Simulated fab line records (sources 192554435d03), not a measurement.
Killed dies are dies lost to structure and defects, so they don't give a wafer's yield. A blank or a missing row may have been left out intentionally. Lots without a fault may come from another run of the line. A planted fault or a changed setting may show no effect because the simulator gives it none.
Chamber matching / flow n5_finfet / N5_BEOL_M5_CMP_52 on cmp-03: 4 sister chambers
The step polishes, stops on SiCOH lowk, t overpolish 6.9 s, target thk 62 nm. 27 wafers are shown with their chamber, then 12 later ones without.

## WAFERS PAIRED WITH THEIR CHAMBERS
wafer=L075.3; chamber=2; motor_current_A (A)=5.9; time_to_endpoint_s (s)=64; barrier_field_endpoint_s (s)=24.6
wafer=L075.4; chamber=3; motor_current_A (A)=5.9; time_to_endpoint_s (s)=57; barrier_field_endpoint_s (s)=23.8
wafer=L075.6; chamber=2; motor_current_A (A)=5.9; time_to_endpoint_s (s)=61; barrier_field_endpoint_s (s)=24.2
wafer=L077.4; chamber=2; motor_current_A (A)=5.8; time_to_endpoint_s (s)=61; barrier_field_endpoint_s (s)=24.3
wafer=L077.5; chamber=1; motor_current_A (A)=5.5; time_to_endpoint_s (s)=70; barrier_field_endpoint_s (s)=26.3
wafer=L077.6; chamber=0; motor_current_A (A)=7.6; time_to_endpoint_s (s)=61; barrier_field_endpoint_s (s)=24.0
wafer=L079.2; chamber=0; motor_current_A (A)=7.7; time_to_endpoint_s (s)=59; barrier_field_endpoint_s (s)=25.0
wafer=L079.3; chamber=3; motor_current_A (A)=5.8; time_to_endpoint_s (s)=59; barrier_field_endpoint_s (s)=24.9
wafer=L079.6; chamber=3; motor_current_A (A)=5.6; time_to_endpoint_s (s)=54; barrier_field_endpoint_s (s)=25.1
wafer=L080.2; chamber=0; motor_current_A (A)=7.7; time_to_endpoint_s (s)=56; barrier_field_endpoint_s (s)=23.9
wafer=L080.3; chamber=1; motor_current_A (A)=5.7; time_to_endpoint_s (s)=63; barrier_field_endpoint_s (s)=24.6
wafer=L080.6; chamber=1; motor_current_A (A)=5.3; time_to_endpoint_s (s)=67; barrier_field_endpoint_s (s)=25.3
wafer=L081.2; chamber=1; motor_current_A (A)=5.7; time_to_endpoint_s (s)=70; barrier_field_endpoint_s (s)=24.9
wafer=L081.5; chamber=3; motor_current_A (A)=6.0; time_to_endpoint_s (s)=59; barrier_field_endpoint_s (s)=23.7
wafer=L081.6; chamber=2; motor_current_A (A)=6.5; time_to_endpoint_s (s)=62; barrier_field_endpoint_s (s)=24.1
wafer=L085.1; chamber=1; motor_current_A (A)=5.1; time_to_endpoint_s (s)=71; barrier_field_endpoint_s (s)=25.3
wafer=L085.3; chamber=3; motor_current_A (A)=5.5; time_to_endpoint_s (s)=59; barrier_field_endpoint_s (s)=24.4
wafer=L085.4; chamber=0; motor_current_A (A)=7.7; time_to_endpoint_s (s)=64; barrier_field_endpoint_s (s)=24.5
wafer=L086.2; chamber=2; motor_current_A (A)=5.9; time_to_endpoint_s (s)=64; barrier_field_endpoint_s (s)=24.0
wafer=L086.4; chamber=3; motor_current_A (A)=5.5; time_to_endpoint_s (s)=60; barrier_field_endpoint_s (s)=24.3
wafer=L086.6; chamber=1; motor_current_A (A)=5.6; time_to_endpoint_s (s)=73; barrier_field_endpoint_s (s)=26.1
wafer=L088.1; chamber=2; motor_current_A (A)=6.2; time_to_endpoint_s (s)=63; barrier_field_endpoint_s (s)=25.2
wafer=L088.5; chamber=3; motor_current_A (A)=5.7; time_to_endpoint_s (s)=59; barrier_field_endpoint_s (s)=23.6
wafer=L088.6; chamber=0; motor_current_A (A)=8.2; time_to_endpoint_s (s)=59; barrier_field_endpoint_s (s)=23.7
wafer=L089.3; chamber=0; motor_current_A (A)=7.7; time_to_endpoint_s (s)=66; barrier_field_endpoint_s (s)=24.5
wafer=L089.4; chamber=2; motor_current_A (A)=5.8; time_to_endpoint_s (s)=62; barrier_field_endpoint_s (s)=25.0
wafer=L089.6; chamber=3; motor_current_A (A)=5.6; time_to_endpoint_s (s)=56; barrier_field_endpoint_s (s)=23.5

SIGNATURES, as means of the wafers listed above
reading=motor_current_A; chamber 0=7.767; chamber 1=5.483; chamber 2=6.000; chamber 3=5.700; scatter within a chamber=0.225
reading=time_to_endpoint_s; chamber 0=60.83; chamber 1=69.00; chamber 2=62.43; chamber 3=57.88; scatter within a chamber=2.7
reading=barrier_field_endpoint_s; chamber 0=24.267; chamber 1=25.417; chamber 2=24.486; chamber 3=24.163; scatter within a chamber=0.562
Rule: a wafer lies at a distance from a chamber equal to the root of the sum of squares, over the readings, of (its reading less the chamber's mean, divided by the reading's scatter). If the next closest chamber is less than 2 further off than the closest, the wafer can't be placed; otherwise it belongs to the closest. How the scatter is found: for the shown wafers, subtract from each reading the mean of its chamber, square and add these, divide the total by (wafers less chambers), then take the root.

## WAFERS MISSING THEIR CHAMBER
wafer=L090.2; motor_current_A (A)=5.9; time_to_endpoint_s (s)=64; barrier_field_endpoint_s (s)=24.4
wafer=L090.4; motor_current_A (A)=7.9; time_to_endpoint_s (s)=64; barrier_field_endpoint_s (s)=23.9
wafer=L090.5; motor_current_A (A)=7.8; time_to_endpoint_s (s)=62; barrier_field_endpoint_s (s)=24.4
wafer=L093.1; motor_current_A (A)=7.5; time_to_endpoint_s (s)=64; barrier_field_endpoint_s (s)=23.8
wafer=L093.3; motor_current_A (A)=5.4; time_to_endpoint_s (s)=72; barrier_field_endpoint_s (s)=25.7
wafer=L093.4; motor_current_A (A)=6.1; time_to_endpoint_s (s)=65; barrier_field_endpoint_s (s)=24.8
wafer=L094.2; motor_current_A (A)=5.7; time_to_endpoint_s (s)=63; barrier_field_endpoint_s (s)=23.9
wafer=L094.3; motor_current_A (A)=7.6; time_to_endpoint_s (s)=63; barrier_field_endpoint_s (s)=23.9
wafer=L094.5; motor_current_A (A)=5.8; time_to_endpoint_s (s)=62; barrier_field_endpoint_s (s)=24.2
wafer=L097.1; motor_current_A (A)=5.9; time_to_endpoint_s (s)=61; barrier_field_endpoint_s (s)=24.3
wafer=L097.4; motor_current_A (A)=6.0; time_to_endpoint_s (s)=67; barrier_field_endpoint_s (s)=24.9
wafer=L097.5; motor_current_A (A)=5.8; time_to_endpoint_s (s)=64; barrier_field_endpoint_s (s)=25.0

## WHICH CHAMBER EACH ONE RAN IN
wafer=L090.2; from the rows above=can't be placed: 2 or 3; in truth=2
wafer=L090.4; from the rows above=0; in truth=0
wafer=L090.5; from the rows above=0; in truth=0
wafer=L093.1; from the rows above=0; in truth=0
wafer=L093.3; from the rows above=1; in truth=1
wafer=L093.4; from the rows above=2; in truth=2
wafer=L094.2; from the rows above=can't be placed: 2 or 3 or 1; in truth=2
wafer=L094.3; from the rows above=0; in truth=0
wafer=L094.5; from the rows above=can't be placed: 2 or 3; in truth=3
wafer=L097.1; from the rows above=can't be placed: 2 or 3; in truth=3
wafer=L097.4; from the rows above=can't be placed: 2 or 1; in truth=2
wafer=L097.5; from the rows above=can't be placed: 2 or 1 or 3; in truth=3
6 of 12 placed correctly. Not placeable from these rows: 6 (in 6, the candidates include the true chamber). Wrongly placed: 0.
